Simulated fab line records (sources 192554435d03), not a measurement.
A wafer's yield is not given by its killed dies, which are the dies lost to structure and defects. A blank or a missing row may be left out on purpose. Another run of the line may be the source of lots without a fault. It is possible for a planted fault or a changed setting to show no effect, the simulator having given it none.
Which tool was responsible?    flow n5_finfet    route of 1938 steps, sampled at 1 step: 12 lots, 36 wafers

WHAT THE GAUGES READ, wafer by wafer
N5_MIM_BOT_LITHO_OVL_MEAS_11.
lot   measured      on          MIM_BOT_OVL (nm)
L077  day 13 09:46  overlay-01  8 -3 2
L078  day 14 06:25  overlay-01  -5 1 -2
L079  day 14 09:46  overlay-02  5 12 10
L080  day 14 12:16  overlay-01  -1 9 2
L084  day 15 11:38  overlay-01  8 4 2
L085  day 16 07:31  overlay-01  7 7 9
L086  day 16 16:55  overlay-02  1 4 5
L090  day 17 11:43  overlay-01  6 9 2
L091  day 18 16:08  overlay-01  13 6 14
L092  day 19 11:28  overlay-02  -1 4 0
L093  day 19 18:08  overlay-02  8 3 1
L097  day 21 06:01  overlay-02  -3 7 5

WHAT TOOL EACH LOT RAN ON (gives the tool, then ch and the chambers of the sampled wafers, and finally the start)
Record: no process step prior to these readings.

THE ANSWER, worked out from the rows above alone
Rule: the usual values come from the lots themselves. Put in order of their means at a reading, lots are off if they are a third of the lots or fewer, leave a main group of 4 or more, and stand apart from it by a gap of 3 or more times the standard deviation of the main group's means; of several such gaps the widest counts. A main group whose means are all the same, to the digits that the tables above print for the reading, isn't used. Also off: a lot with no number at a reading for which 4 or more lots have one. Any other lot the step has rows for is counted as sound.
Across all readings shown, no lot is off: no conclusion can be drawn from this.

WHAT WAS PUT IN BY THE SIMULATOR
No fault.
